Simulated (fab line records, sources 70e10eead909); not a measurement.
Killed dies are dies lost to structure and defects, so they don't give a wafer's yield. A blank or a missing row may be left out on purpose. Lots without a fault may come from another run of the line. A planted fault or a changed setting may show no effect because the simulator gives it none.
Chamber matching | flow nand_harc | NHARC_A_CONTACT_ETCH_106 on rie_diel-07: 4 sister chambers
The step etches the open film in CF4/O2, target depth 60 nm, overetch 6 nm, time 33 s. 24 wafers are shown with their chamber, then 12 later ones without.

WAFERS WITH THEIR CHAMBER
wafer  | chamber | showerhead_plenum_p_Torr (Torr) | drypump_motor_current_A (A) | rf_vpp_V (V)
L075.2 | 1       | 1.27                            | 5.86                        | 196.0
L075.3 | 0       | 1.28                            | 5.80                        | 197.3
L075.6 | 0       | 1.28                            | 5.82                        | 197.7
L078.2 | 0       | 1.28                            | 5.88                        | 195.1
L078.5 | 0       | 1.28                            | 5.88                        | 196.5
L078.6 | 3       | 1.35                            | 5.54                        | 197.3
L083.3 | 1       | 1.26                            | 5.88                        | 195.4
L083.4 | 2       | 1.35                            | 5.83                        | 198.9
L083.6 | 3       | 1.35                            | 5.57                        | 198.6
L081.1 | 3       | 1.35                            | 5.56                        | 199.3
L081.3 | 0       | 1.27                            | 5.88                        | 195.4
L081.6 | 2       | 1.35                            | 5.83                        | 197.0
L085.1 | 0       | 1.27                            | 5.81                        | 194.9
L085.3 | 2       | 1.35                            | 5.81                        | 197.6
L085.4 | 3       | 1.35                            | 5.55                        | 198.6
L086.2 | 3       | 1.35                            | 5.55                        | 198.8
L086.4 | 1       | 1.26                            | 5.88                        | 196.6
L086.5 | 1       | 1.26                            | 5.86                        | 196.9
L090.1 | 0       | 1.27                            | 5.85                        | 196.5
L090.2 | 2       | 1.35                            | 5.83                        | 198.5
L090.4 | 3       | 1.35                            | 5.56                        | 196.3
L089.1 | 1       | 1.26                            | 5.86                        | 197.2
L089.4 | 0       | 1.27                            | 5.86                        | 196.9
L089.5 | 3       | 1.35                            | 5.57                        | 198.8

SIGNATURES (means of the wafers above)
reading                  | chamber 0 | chamber 1 | chamber 2 | chamber 3 | scatter within a chamber
showerhead_plenum_p_Torr | 1.2750    | 1.2620    | 1.3500    | 1.3500    | 0.00374
drypump_motor_current_A  | 5.8475    | 5.8680    | 5.8250    | 5.5571    | 0.0215
rf_vpp_V                 | 196.287   | 196.420   | 198.000   | 198.243   | 0.964
Rule: a wafer's distance from a chamber is the root of the sum, over the readings, of the square of ((its reading less the chamber's mean) divided by the reading's scatter). The wafer belongs to the nearest chamber; if the next one is less than 2 further off, it can't be placed. The scatter: the root of (the sum of the squares of (reading less its chamber's mean) over the shown wafers, divided by (wafers less chambers)).

WAFERS WITHOUT THEIR CHAMBER
wafer  | showerhead_plenum_p_Torr (Torr) | drypump_motor_current_A (A) | rf_vpp_V (V)
L092.1 | 1.26                            | 5.85                        | 197.1
L092.2 | 1.35                            | 5.83                        | 197.4
L092.4 | 1.27                            | 5.87                        | 196.2
L094.1 | 1.35                            | 5.84                        | 198.3
L094.3 | 1.26                            | 5.88                        | 197.4
L094.5 | 1.35                            | 5.85                        | 198.1
L097.1 | 1.27                            | 5.86                        | 196.8
L097.2 | 1.26                            | 5.89                        | 196.7
L097.3 | 1.35                            | 5.83                        | 197.5
L095.2 | 1.35                            | 5.83                        | 198.2
L095.4 | 1.34                            | 5.55                        | 197.5
L095.5 | 1.35                            | 5.83                        | 197.3

WHICH CHAMBER EACH WENT THROUGH
wafer  | from the rows above     | in truth
L092.1 | 1                       | 1
L092.2 | 2                       | 2
L092.4 | can't be placed: 0 or 1 | 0
L094.1 | 2                       | 2
L094.3 | 1                       | 1
L094.5 | 2                       | 2
L097.1 | can't be placed: 0 or 1 | 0
L097.2 | 1                       | 1
L097.3 | 2                       | 2
L095.2 | 2                       | 2
L095.4 | 3                       | 3
L095.5 | 2                       | 2
Placed correctly: 10 of 12. Can't be placed from these rows: 2 (the true chamber is among the candidates in 2). Placed wrongly: 0.
